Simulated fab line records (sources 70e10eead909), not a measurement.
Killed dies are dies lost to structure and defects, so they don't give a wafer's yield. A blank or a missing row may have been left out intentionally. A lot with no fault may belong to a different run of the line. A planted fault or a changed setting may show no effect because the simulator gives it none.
fab line records + flow nandHarc
record
- lots=13
- wafers=39
- lastDay=31
route steps=1302 shown P_CONTACT@245 THIN_TSV@1265 END@1302
lots with no fault: from the same line, run without faults
startH: the number of hours between the record's first day and the start of the first shown wafer of the lot + waitH: how many hours have passed since the lot's step before this one + " the same as in the row above + L1.1+2: a row that stands for several wafers + - either no value or no given start + * or withheld: withheld + < > ~ a bound
route shown NAME@n: names a module that has steps shown in the file, with the first one's number in the route + usual: mean/standard deviation taken from wafers without a fault + same: alike in all rows + chamber/n: place in a boat + sites: each site's reading + _std_site: their standard deviation + _edge_site: mean of outer sites minus mean of inner sites + radiusMm: for every site, how far away it sits from the centre of the wafer + mask NAME#n: copy n + behind: the most recent tool/chamber to have shaped the wafer + hold: reason for holding the lot/hours on hold/outcome of the hold + device: transistor that didn't switch, given as n, p or np + end of line: the tests these same wafers got at the end of their route + a step with no rows: only its recipe + killed: count of dies lost to structure and defects at first sort (not the wafer's yield) + map: a wafer's dies, x killed, . not, _ none there
set.NAME: setting as actually run; set.NAME@STEP: the setting as run at that earlier step + model.NAME: the simulator's own value behind a step, which no gauge read
one table for each step of the route and one row for each wafer, over a sample of lots
services: a tool's chamber out of use, with start hour (startH, from the record's first day; less than 0 if before it), hours out, and reason
## steps
# step NHARC_P_CONTACT_PRE_CLEAN_39
# recipe
- timeS=19.5
- biasV=250
- gas=Ar
| lot.wafer  | tool          | chamber | startH | waitH |
|------------|---------------|---------|--------|-------|
| L333.4+3+5 | pvdSputter-03 | -       | 128.07 | -     |
| L334.3+2+6 | pvdSputter-01 | -       | 146.38 | -     |
| L335.4+2+5 | pvdSputter-02 | -       | 155.58 | -     |
| L336.4+2+6 | pvdSputter-01 | -       | 158.55 | -     |
| L337.4+1+2 | pvdSputter-02 | -       | 177.96 | -     |
| L338.4+6+5 | pvdSputter-03 | -       | 187.95 | -     |
| L339.2+1+5 | pvdSputter-03 | -       | 195.79 | -     |
| L340.4+1+5 | pvdSputter-02 | -       | 202.58 | -     |
| L341.3+2+1 | pvdSputter-01 | -       | 216.16 | -     |
| L342.3+1+5 | pvdSputter-01 | -       | 225.34 | -     |
| L343.2+1+5 | pvdSputter-03 | -       | 237.90 | -     |
| L344.1+3+6 | pvdSputter-03 | -       | 238.93 | -     |
| L349.4+1+3 | pvdSputter-02 | -       | 292.12 | -     |
# step NHARC_THIN_TSV_STRIP_45
# recipe
- powerW=1500
- tempC=250
- chemistry=O2
# usual
- drypumpMotorCurrentA=5.76/0.16
- heaterPowerW=359/33
| lot.wafer | tool           | chamber | startH | waitH | drypumpMotorCurrentA | heaterPowerW | rfHoursCounterH |
|-----------|----------------|---------|--------|-------|----------------------|--------------|-----------------|
| L333.3    | plasmaAsher-01 | 0       | 569.85 | 0.2   | 5.78                 | 324          | -               |
| L333.4    | "              | 1       | "      | "     | 6.02                 | 400          | -               |
| L333.5    | "              | 1       | "      | "     | 6.03                 | 410          | -               |
| L335.2    | plasmaAsher-02 | 0       | 570.99 | 0.1   | 5.74                 | 324          | 30              |
| L335.4    | "              | 0       | "      | "     | 5.71                 | 319          | -               |
| L335.5    | "              | 1       | "      | "     | 5.57                 | 383          | -               |
| L334.2    | plasmaAsher-01 | 0       | 572.24 | 0.1   | 5.75                 | 329          | 9               |
| L334.3    | "              | 0       | "      | "     | 5.75                 | 327          | -               |
| L334.6    | "              | 0       | "      | "     | 5.75                 | 319          | -               |
| L336.2    | plasmaAsher-01 | 0       | 579.53 | 0.1   | 5.75                 | 320          | 11              |
| L336.4    | "              | 0       | "      | "     | 5.76                 | 324          | -               |
| L336.6    | "              | 0       | "      | "     | 5.75                 | 319          | -               |
| L338.4    | plasmaAsher-01 | 0       | 613.58 | 0.2   | 5.74                 | 330          | -               |
| L338.5    | "              | 1       | "      | "     | 6.04                 | 402          | -               |
| L338.6    | "              | 0       | "      | "     | 5.72                 | 320          | -               |
| L337.2    | plasmaAsher-02 | 0       | 643.70 | 0.2   | 5.74                 | 334          | 6               |
| L337.1    | "              | 1       | "      | "     | 5.60                 | 390          | 6               |
| L337.4    | "              | 1       | "      | "     | 5.58                 | 386          | -               |
| L339.2    | plasmaAsher-02 | 1       | 644.50 | 0.1   | 5.64                 | 385          | 7               |
| L339.1    | "              | 0       | "      | "     | 5.74                 | 321          | 7               |
| L339.5    | "              | 1       | "      | "     | 5.62                 | 396          | -               |
| L340.1    | plasmaAsher-02 | 1       | 645.75 | 0.1   | 5.61                 | 394          | 7               |
| L340.4    | "              | 0       | "      | "     | 5.72                 | 328          | -               |
| L340.5    | "              | 0       | "      | "     | 5.72                 | 322          | -               |
| L341.1    | plasmaAsher-02 | 1       | 651.03 | 0.1   | 5.60                 | 387          | 8               |
| L341.2    | "              | 0       | "      | "     | 5.73                 | 323          | 8               |
| L341.3    | "              | 0       | "      | "     | 5.73                 | 321          | -               |
| L342.1    | plasmaAsher-02 | 1       | 652.24 | 0.1   | 5.60                 | 385          | 9               |
| L342.3    | "              | 1       | "      | "     | 5.59                 | 403          | -               |
| L342.5    | "              | 0       | "      | "     | 5.70                 | 326          | -               |
| L344.1    | plasmaAsher-02 | 1       | 668.45 | 0.1   | 5.57                 | 395          | 10              |
| L344.3    | "              | 0       | "      | "     | 5.73                 | 333          | -               |
| L344.6    | "              | 0       | "      | "     | 5.76                 | 335          | -               |
| L343.2    | plasmaAsher-01 | 1       | 680.13 | 0.4   | 6.05                 | 393          | 34              |
| L343.1    | "              | 0       | "      | "     | 5.76                 | 323          | 34              |
| L343.5    | "              | 0       | "      | "     | 5.78                 | 325          | -               |
| L349.1    | plasmaAsher-02 | 0       | 720.64 | 0.1   | 5.72                 | 325          | 23              |
| L349.3    | "              | 0       | "      | "     | 5.71                 | 328          | -               |
| L349.4    | "              | 1       | "      | "     | 5.60                 | 392          | -               |
# step NHARC_THIN_TSV_PRE_CLEAN_50
# recipe
- timeS=30
- tempC=280
- gas=H2/He
# usual
- heaterPowerW=409/45
- susceptorTempC=280.02/0.17
| lot.wafer | tool          | chamber | startH | waitH | heaterPowerW | susceptorTempC |
|-----------|---------------|---------|--------|-------|--------------|----------------|
| L333.4    | pvdSputter-03 | -       | -      | -     | 395          | 279.87         |
| L333.3    | "             | -       | "      | "     | 406          | 280.01         |
| L333.5    | "             | -       | "      | "     | 408          | 280.27         |
| L335.2    | pvdSputter-03 | -       | -      | -     | 362          | 280.17         |
| L335.4    | "             | -       | "      | "     | 413          | 279.96         |
| L335.5    | "             | -       | "      | "     | 413          | 280.28         |
| L334.2    | pvdSputter-01 | -       | -      | -     | 380          | 279.95         |
| L334.3    | "             | -       | "      | "     | 361          | 279.99         |
| L334.6    | "             | -       | "      | "     | 401          | 280.12         |
| L336.4    | pvdSputter-01 | -       | -      | -     | 523          | 280.06         |
| L336.2    | "             | -       | "      | "     | 351          | 280.06         |
| L336.6    | "             | -       | "      | "     | 525          | 280.25         |
| L338.4    | pvdSputter-01 | -       | -      | -     | 352          | 279.98         |
| L338.6    | "             | -       | "      | "     | 524          | 280.19         |
| L338.5    | "             | -       | "      | "     | 352          | 280.06         |
| L337.4    | pvdSputter-03 | -       | -      | -     | 404          | 279.92         |
| L337.1    | "             | -       | "      | "     | 369          | 279.99         |
| L337.2    | "             | -       | "      | "     | 389          | 280.21         |
| L339.2    | pvdSputter-01 | -       | -      | -     | 391          | 279.90         |
| L339.1    | "             | -       | "      | "     | 350          | 279.97         |
| L339.5    | "             | -       | "      | "     | 381          | 279.74         |
| L340.4    | pvdSputter-01 | -       | -      | -     | 415          | 279.92         |
| L340.1    | "             | -       | "      | "     | 527          | 280.32         |
| L340.5    | "             | -       | "      | "     | 408          | 279.89         |
| L341.2    | pvdSputter-01 | -       | -      | -     | 373          | 280.16         |
| L341.3    | "             | -       | "      | "     | 360          | 280.01         |
| L341.1    | "             | -       | "      | "     | 413          | 280.09         |
| L342.1    | pvdSputter-03 | -       | -      | -     | 407          | 279.83         |
| L342.3    | "             | -       | "      | "     | 394          | 279.85         |
| L342.5    | "             | -       | "      | "     | 362          | 279.89         |
| L344.1    | pvdSputter-03 | -       | -      | -     | 409          | -              |
| L344.3    | "             | -       | "      | "     | 405          | -              |
| L344.6    | "             | -       | "      | "     | 417          | -              |
| L343.1    | pvdSputter-03 | -       | -      | -     | 414          | 280.02         |
| L343.2    | "             | -       | "      | "     | 397          | 280.08         |
| L343.5    | "             | -       | "      | "     | 415          | 280.21         |
| L349.1    | pvdSputter-02 | -       | -      | -     | 430          | 279.83         |
| L349.3    | "             | -       | "      | "     | 396          | 280.32         |
| L349.4    | "             | -       | "      | "     | 387          | 279.88         |
# step NHARC_THIN_TSV_ETCH_36
# recipe
- targetDepthA=650
- overEtchFrac=0.3
- timeS=18.571
- ionEnergyEv=150
- chemistry=Cl2/BCl3
# usual
- drypumpMotorCurrentA=5.9/0.53
- oesProductAu=1.001/0.0082
# same
- overEtchFrac=0.3
| lot.wafer | tool        | chamber | startH | waitH | drypumpMotorCurrentA | oesProductAu | rfHoursCounterH |
|-----------|-------------|---------|--------|-------|----------------------|--------------|-----------------|
| L333.4    | rieMetal-03 | 1       | 575.23 | 0.1   | 5.1                  | 1.007        | -               |
| L333.3    | "           | 0       | "      | "     | 6.5                  | 0.991        | -               |
| L333.5    | "           | 0       | "      | "     | 6.5                  | 0.992        | -               |
| L335.2    | rieMetal-02 | 0       | 576.27 | 0.2   | 6.5                  | 1.016        | 2.0             |
| L335.4    | "           | 1       | "      | "     | 5.3                  | 1.017        | -               |
| L335.5    | "           | 1       | "      | "     | 5.3                  | 1.017        | -               |
| L334.2    | rieMetal-03 | 1       | 577.50 | 0.2   | 5.2                  | 1.020        | 1.0             |
| L334.3    | "           | 1       | "      | "     | 5.2                  | 1.010        | -               |
| L334.6    | "           | 0       | "      | "     | 6.4                  | 1.003        | -               |
| L336.2    | rieMetal-01 | 0       | 584.95 | 0.2   | 6.2                  | 0.986        | 0.2             |
| L336.4    | "           | 0       | "      | "     | 6.2                  | 0.985        | -               |
| L336.6    | "           | 1       | "      | "     | 5.8                  | 0.993        | -               |
| L338.4    | rieMetal-03 | 0       | 618.85 | 0.2   | 6.4                  | 0.984        | -               |
| L338.6    | "           | 0       | "      | "     | 6.5                  | 0.989        | -               |
| L338.5    | "           | 1       | "      | "     | 5.1                  | 0.995        | -               |
| L337.2    | rieMetal-03 | 0       | 649.09 | 0.2   | 6.5                  | 0.998        | 2.3             |
| L337.1    | "           | 1       | "      | "     | 5.2                  | 1.000        | 2.3             |
| L337.4    | "           | 0       | "      | "     | 6.5                  | 0.989        | -               |
| L339.1    | rieMetal-01 | 1       | 649.82 | 0.2   | 5.8                  | 1.000        | 1.2             |
| L339.2    | "           | 0       | "      | "     | 6.2                  | 0.999        | 1.0             |
| L339.5    | "           | 0       | "      | "     | 6.3                  | 1.002        | -               |
| L340.1    | rieMetal-02 | 0       | 651.03 | 0.2   | 6.5                  | 1.003        | 0.4             |
| L340.4    | "           | 0       | "      | "     | 6.5                  | 0.997        | -               |
| L340.5    | "           | 0       | "      | "     | 6.5                  | 1.011        | -               |
| L341.1    | rieMetal-03 | 1       | 656.52 | 0.2   | 5.1                  | 1.001        | 2.6             |
| L341.2    | "           | 0       | "      | "     | 6.4                  | 0.991        | 2.6             |
| L341.3    | "           | 0       | "      | "     | 6.4                  | 0.999        | -               |
| L342.1    | rieMetal-01 | 1       | 657.62 | 0.2   | 5.8                  | 0.995        | 1.4             |
| L342.3    | "           | 0       | "      | "     | 6.2                  | 1.003        | -               |
| L342.5    | "           | 1       | "      | "     | 5.8                  | 1.011        | -               |
| L344.1    | rieMetal-01 | 0       | 673.88 | 0.2   | 6.3                  | 0.992        | 1.5             |
| L344.3    | "           | 0       | "      | "     | 6.2                  | 0.992        | -               |
| L344.6    | "           | 1       | "      | "     | 5.8                  | 0.994        | -               |
| L343.1    | rieMetal-02 | 0       | 685.56 | 0.2   | 6.5                  | 1.009        | 0.7             |
| L343.2    | "           | 1       | "      | "     | 5.3                  | 1.018        | 0.7             |
| L343.5    | "           | 1       | "      | "     | 5.3                  | 1.005        | -               |
| L349.1    | rieMetal-01 | 1       | 726.05 | 0.2   | 5.8                  | 1.004        | 2.8             |
| L349.3    | "           | 0       | "      | "     | 6.2                  | 0.998        | -               |
| L349.4    | "           | 1       | "      | "     | 5.8                  | 0.988        | -               |
# step NHARC_END_SORT_01
# recipe
- tempC=25
# usual
- killedAtArray=57/24
- killedAtOther=0.7/0.94
- killedAtPeriphery=3.8/2.5
- killedDies=62/23
- killedOpen=3.1/1.8
- killedShort=2.5/1.6
# same
- grossDies=677
| lot.wafer | tool      | chamber | startH | waitH | killedAtArray | killedAtOther | killedAtPeriphery | killedDies | killedOpen | killedShort |
|-----------|-----------|---------|--------|-------|---------------|---------------|-------------------|------------|------------|-------------|
| L336.2    | prober-02 | 0       | 604.27 | 2.8   | 72            | 3             | 2                 | 77         | 0          | 1           |
| L336.4    | prober-02 | 0       | 605.83 | 3.3   | 71            | 3             | 5                 | 79         | 2          | 2           |
| L336.6    | prober-02 | 0       | 607.38 | 3.9   | 77            | 4             | 6                 | 87         | 7          | 1           |
| L339.5    | prober-01 | 0       | 660.76 | 3.7   | 61            | 0             | 4                 | 65         | 2          | 4           |
| L340.4    | prober-02 | 0       | 660.00 | 3.4   | 39            | 1             | 6                 | 46         | 5          | 2           |
| L337.1    | prober-01 | 0       | 665.37 | 2.5   | 40            | 0             | 3                 | 43         | 3          | 1           |
| L337.2    | prober-01 | 0       | 666.16 | 2.8   | 49            | 1             | 4                 | 54         | 0          | 3           |
| L337.4    | prober-01 | 0       | 667.74 | 3.4   | 50            | 1             | 7                 | 58         | 7          | 3           |
| L341.1    | prober-02 | 0       | 665.39 | 2.5   | 74            | 1             | 3                 | 78         | 3          | 7           |
| L341.2    | prober-02 | 0       | 666.20 | 2.8   | 69            | 0             | 4                 | 73         | 3          | 4           |
| L341.3    | prober-02 | 0       | 667.00 | 3.1   | 72            | 1             | 3                 | 76         | 4          | 3           |
| L342.1    | prober-01 | 0       | 673.14 | 2.5   | 65            | 0             | 3                 | 68         | 4          | 1           |
| L342.3    | prober-01 | 0       | 674.72 | 3.1   | 64            | 0             | 3                 | 67         | 6          | 3           |
| L342.5    | prober-01 | 0       | 676.31 | 3.7   | 71            | 0             | 0                 | 71         | 0          | 0           |
| L344.1    | prober-02 | 0       | 682.47 | 2.5   | 39            | 1             | 1                 | 41         | 3          | 1           |
| L344.3    | prober-02 | 0       | 684.08 | 3.1   | 44            | 1             | 3                 | 48         | 4          | 1           |
| L344.6    | prober-02 | 0       | 686.48 | 4.0   | 50            | 1             | 1                 | 52         | 1          | 4           |
| L343.1    | prober-01 | 0       | 694.54 | 2.5   | 61            | 1             | 2                 | 64         | 3          | 0           |
| L343.2    | prober-01 | 0       | 695.35 | 2.8   | 62            | 0             | 4                 | 66         | 1          | 2           |
| L343.5    | prober-01 | 0       | 697.77 | 3.7   | 59            | 2             | 1                 | 62         | 3          | 1           |
| L349.1    | prober-02 | 0       | 733.26 | 2.5   | 46            | 0             | 5                 | 51         | 6          | 2           |
| L349.3    | prober-02 | 0       | 734.85 | 3.1   | 51            | 0             | 4                 | 55         | 4          | 3           |
| L349.4    | prober-02 | 0       | 735.64 | 3.4   | 60            | 0             | 20                | 80         | 6          | 5           |
# killed by level:class
L336.2 A_SLIT:chamberFilmFlake=32 A_CHANNEL_HOLE_D2:chamberFilmFlake=28 A_CHANNEL_FILL_D1:chamberFilmFlake=4 THIN_TSV:chamberFilmFlake=3 A_CHANNEL_HOLE_D1:chamberFilmFlake=2 A_CONTACT:chamberFilmFlake=2 A_WL_FILL:geometricParticle:short=1 P_ZERO_WELL:chamberFilmFlake=1
L336.4 A_SLIT:chamberFilmFlake=31 A_CHANNEL_HOLE_D2:chamberFilmFlake=28 A_CHANNEL_HOLE_D1:chamberFilmFlake=4 P_STI:chamberFilmFlake=3 THIN_TSV:chamberFilmFlake=3 P_GATE:chamberFilmFlake=2 A_CHANNEL_HOLE_D2:geometricParticle:short=1 A_CHANNEL_HOLE_D2:geometricParticle:open=1
L336.6 A_CHANNEL_HOLE_D2:chamberFilmFlake=32 A_SLIT:chamberFilmFlake=27 A_CHANNEL_FILL_D1:chamberFilmFlake=5 THIN_TSV:chamberFilmFlake=4 A_CHANNEL_HOLE_D1:chamberFilmFlake=3 A_CHANNEL_FILL_D2:geometricParticle:open=2 P_GATE:chamberFilmFlake=2 A_STAIRCASE:chamberFilmFlake=2
L340.4 A_CHANNEL_HOLE_D2:chamberFilmFlake=17 A_CONTACT:chamberFilmFlake=7 A_STAIRCASE:chamberFilmFlake=6 A_CHANNEL_HOLE_D1:chamberFilmFlake=4 P_GATE:geometricParticle:open=1 P_CONTACT:geometricParticle:open=1 A_ONON_D1:geometricParticle:short=1 A_ONON_D1:geometricParticle:open=1
L339.5 A_CHANNEL_HOLE_D1:chamberFilmFlake=38 A_CHANNEL_HOLE_D2:chamberFilmFlake=13 A_CHANNEL_FILL_D2:chamberFilmFlake=3 P_M1:geometricParticle:short=2 A_CHANNEL_FILL_D1:chamberFilmFlake=2 A_CONTACT:chamberFilmFlake=2 P_M1:geometricParticle:open=1 A_ONON_D2:geometricParticle:short=1
L337.1 A_CHANNEL_HOLE_D2:chamberFilmFlake=27 A_WL_FILL:chamberFilmFlake=3 A_CHANNEL_HOLE_D2:geometricParticle:open=2 P_STI:chamberFilmFlake=2 A_CHANNEL_HOLE_D1:chamberFilmFlake=2 A_CONTACT:chamberFilmFlake=2 P_M0:geometricParticle:open=1 A_ONON_D2:geometricParticle:short=1
L341.1 A_CHANNEL_HOLE_D1:chamberFilmFlake=33 A_SLIT:chamberFilmFlake=29 A_CHANNEL_FILL_D2:geometricParticle:short=2 A_WL_FILL:geometricParticle:short=2 P_CONTACT:chamberFilmFlake=2 A_CONTACT:chamberFilmFlake=2 P_M2:geometricParticle:open=1 A_CHANNEL_HOLE_D1:geometricParticle:open=1
L337.2 A_CHANNEL_HOLE_D2:chamberFilmFlake=34 A_WL_FILL:chamberFilmFlake=4 A_CHANNEL_FILL_D2:chamberFilmFlake=3 P_GATE:chamberFilmFlake=2 P_GATE:geometricParticle:short=1 A_SOURCE_PLATE:geometricParticle:short=1 A_CHANNEL_FILL_D1:geometricParticle:short=1 P_STI:chamberFilmFlake=1
L341.2 A_SLIT:chamberFilmFlake=27 A_CHANNEL_HOLE_D1:chamberFilmFlake=24 A_WL_FILL:chamberFilmFlake=4 A_WL_FILL:geometricParticle:short=2 A_STAIRCASE:chamberFilmFlake=2 A_CONTACT:chamberFilmFlake=2 P_CONTACT:geometricParticle:open=1 A_CHANNEL_FILL_D1:geometricParticle:short=1
L341.3 A_SLIT:chamberFilmFlake=30 A_CHANNEL_HOLE_D1:chamberFilmFlake=29 A_CONTACT:chamberFilmFlake=3 A_STAIRCASE:chamberFilmFlake=2 P_GATE:geometricParticle:open=1 P_M2:geometricParticle:short=1 A_ONON_D2:geometricParticle:open=1 A_ONON_D2:geometricParticle:short=1
L337.4 A_CHANNEL_HOLE_D2:chamberFilmFlake=31 P_STI:chamberFilmFlake=3 A_BLC:chamberFilmFlake=3 A_ONON_D1:geometricParticle:open=2 A_CHANNEL_FILL_D1:geometricParticle:open=2 P_GATE:chamberFilmFlake=2 A_CHANNEL_HOLE_D1:chamberFilmFlake=2 A_WL_FILL:chamberFilmFlake=2
L342.1 A_CHANNEL_HOLE_D1:chamberFilmFlake=34 A_CHANNEL_HOLE_D2:chamberFilmFlake=20 A_CONTACT:chamberFilmFlake=5 A_ONON_D2:geometricParticle:open=2 P_GATE:geometricParticle:open=1 A_CHANNEL_FILL_D2:geometricParticle:short=1 A_WL_FILL:geometricParticle:open=1 P_STI:chamberFilmFlake=1
L342.3 A_CHANNEL_HOLE_D1:chamberFilmFlake=33 A_CHANNEL_HOLE_D2:chamberFilmFlake=14 A_CONTACT:chamberFilmFlake=4 A_ONON_D1:geometricParticle:open=2 A_ONON_D2:geometricParticle:short=2 P_GATE:chamberFilmFlake=2 A_CHANNEL_FILL_D2:chamberFilmFlake=2 P_CONTACT:geometricParticle:open=1
L342.5 A_CHANNEL_HOLE_D1:chamberFilmFlake=35 A_CHANNEL_HOLE_D2:chamberFilmFlake=23 A_SLIT:chamberFilmFlake=4 A_CONTACT:chamberFilmFlake=4 A_STAIRCASE:chamberFilmFlake=3 A_ZERO_WELL:chamberFilmFlake=2
L344.1 A_SLIT:chamberFilmFlake=28 A_CHANNEL_HOLE_D2:chamberFilmFlake=2 A_STAIRCASE:chamberFilmFlake=2 A_ONON_D2:geometricParticle:open=1 A_CHANNEL_FILL_D2:geometricParticle:short=1 A_CHANNEL_FILL_D2:geometricParticle:open=1 A_BLC:geometricParticle:open=1 P_CONTACT:chamberFilmFlake=1
L344.3 A_SLIT:chamberFilmFlake=28 A_STAIRCASE:chamberFilmFlake=5 A_CHANNEL_HOLE_D1:chamberFilmFlake=3 A_CHANNEL_FILL_D1:geometricParticle:open=2 P_GATE:chamberFilmFlake=2 A_CHANNEL_FILL_D2:geometricParticle:open=1 A_BLC:geometricParticle:short=1 A_BLC:geometricParticle:open=1
L344.6 A_SLIT:chamberFilmFlake=29 A_CHANNEL_HOLE_D1:chamberFilmFlake=7 A_STAIRCASE:chamberFilmFlake=3 A_CHANNEL_HOLE_D2:chamberFilmFlake=2 A_CONTACT:chamberFilmFlake=2 A_CHANNEL_FILL_D1:geometricParticle:open=1 A_CHANNEL_FILL_D1:geometricParticle:short=1 A_WL_FILL:geometricParticle:short=1
L343.1 A_CHANNEL_HOLE_D1:chamberFilmFlake=30 A_CHANNEL_HOLE_D2:chamberFilmFlake=16 A_CONTACT:chamberFilmFlake=6 P_STI:chamberFilmFlake=2 A_ZERO_WELL:chamberFilmFlake=2 A_STAIRCASE:chamberFilmFlake=2 A_ONON_D1:geometricParticle:open=1 A_SGD_CUT:geometricParticle:open=1
L343.2 A_CHANNEL_HOLE_D1:chamberFilmFlake=35 A_CHANNEL_HOLE_D2:chamberFilmFlake=15 A_CONTACT:chamberFilmFlake=6 P_STI:chamberFilmFlake=2 A_ONON_D1:geometricParticle:open=1 A_ONON_D2:geometricParticle:short=1 A_M0:geometricParticle:short=1 P_M0:chamberFilmFlake=1
L343.5 A_CHANNEL_HOLE_D1:chamberFilmFlake=33 A_CHANNEL_HOLE_D2:chamberFilmFlake=11 A_CONTACT:chamberFilmFlake=6 A_SLIT:chamberFilmFlake=2 A_ONON_D1:geometricParticle:open=1 A_CHANNEL_FILL_D2:geometricParticle:open=1 A_M0:geometricParticle:short=1 STARTING-WAFER:geometricParticle:open=1
L349.1 A_CHANNEL_HOLE_D2:chamberFilmFlake=23 A_CHANNEL_HOLE_D1:chamberFilmFlake=6 A_DECK1_JOINT:chamberFilmFlake=3 A_SLIT:chamberFilmFlake=3 A_CHANNEL_HOLE_D1:geometricParticle:open=2 P_M0:chamberFilmFlake=2 P_M2:chamberFilmFlake=2 A_STAIRCASE:chamberFilmFlake=2
L349.3 A_CHANNEL_HOLE_D2:chamberFilmFlake=20 A_CHANNEL_HOLE_D1:chamberFilmFlake=12 A_STAIRCASE:chamberFilmFlake=8 A_SLIT:chamberFilmFlake=3 P_M2:chamberFilmFlake=2 A_DECK1_JOINT:chamberFilmFlake=2 P_STI:geometricParticle:open=1 P_CONTACT:geometricParticle:open=1
L349.4 A_CHANNEL_HOLE_D2:chamberFilmFlake=27 A_CHANNEL_HOLE_D1:chamberFilmFlake=18 P_CONTACT:unspecified=14 A_STAIRCASE:chamberFilmFlake=3 A_SLIT:chamberFilmFlake=2 P_CONTACT:geometricParticle:open=1 P_CONTACT:geometricParticle:short=1 P_M0:geometricParticle:open=1
## services
| tool           | chamber | startH | hours | kind   |
|----------------|---------|--------|-------|--------|
| pvdSputter-03  | -       | 170.00 | 10.0  | pm     |
| pvdSputter-01  | -       | 177.38 | 0.7   | repair |
| pvdSputter-01  | -       | 220.11 | 1.6   | repair |
| pvdSputter-01  | -       | 226.28 | 10.0  | pm     |
| plasmaAsher-02 | -       | 240.11 | 1.4   | repair |
| pvdSputter-01  | -       | 243.07 | 6.7   | repair |
| plasmaAsher-02 | -       | 250.07 | 9.0   | pm     |
| pvdSputter-03  | -       | 253.72 | 1.8   | repair |
| pvdSputter-03  | -       | 279.48 | 3.6   | repair |
| pvdSputter-03  | -       | 293.84 | 1.8   | repair |
| pvdSputter-01  | -       | 314.06 | 4.6   | repair |
| plasmaAsher-02 | -       | 345.42 | 1.7   | repair |
| pvdSputter-03  | -       | 348.00 | 10.0  | pm     |
| pvdSputter-01  | -       | 368.28 | 8.8   | repair |
| pvdSputter-01  | -       | 404.28 | 10.0  | pm     |
| pvdSputter-03  | -       | 408.51 | 0.6   | repair |
| plasmaAsher-02 | -       | 427.07 | 9.0   | pm     |
| pvdSputter-03  | -       | 526.00 | 10.0  | pm     |
| pvdSputter-01  | -       | 582.28 | 10.0  | pm     |
| pvdSputter-03  | -       | 600.04 | 2.2   | repair |
| plasmaAsher-02 | -       | 604.07 | 9.0   | pm     |
| pvdSputter-03  | -       | 618.08 | 0.6   | repair |
| pvdSputter-03  | -       | 691.09 | 7.9   | repair |
| pvdSputter-03  | -       | 704.00 | 10.0  | pm     |
## key
firstSign
- step=NHARC_END_SORT_01
- reading=killedAtPeriphery
- direction=up
- sigmas=6.5
- usual=3.8
- struck=20
effect none on later readings
metAt NHARC_P_CONTACT_PRE_CLEAN_39
struckLots L349
struckWafers L349.4
testerLeftOut L349
notActingAt NHARC_THIN_TSV_STRIP_45,NHARC_THIN_TSV_PRE_CLEAN_50,NHARC_THIN_TSV_ETCH_36
onsetBetween 202.58 292.12
fault
- kind=chamberParticleSource
- tool=pvdSputter-02
- chamber=-
- onsetH=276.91
- steps=NHARC_P_CONTACT_PRE_CLEAN_39
- ratePerVisitCm2=0.022389
- endH=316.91
- scope=struckWafersOnly
# testerLeftOut: of these lots the tester's yield and bins aren't shown, on N5 and GAA mostly nor the transistor test; their killed dies are dies lost to structure and defects alone, not to doping, threshold or leakage, so they don't give the yield
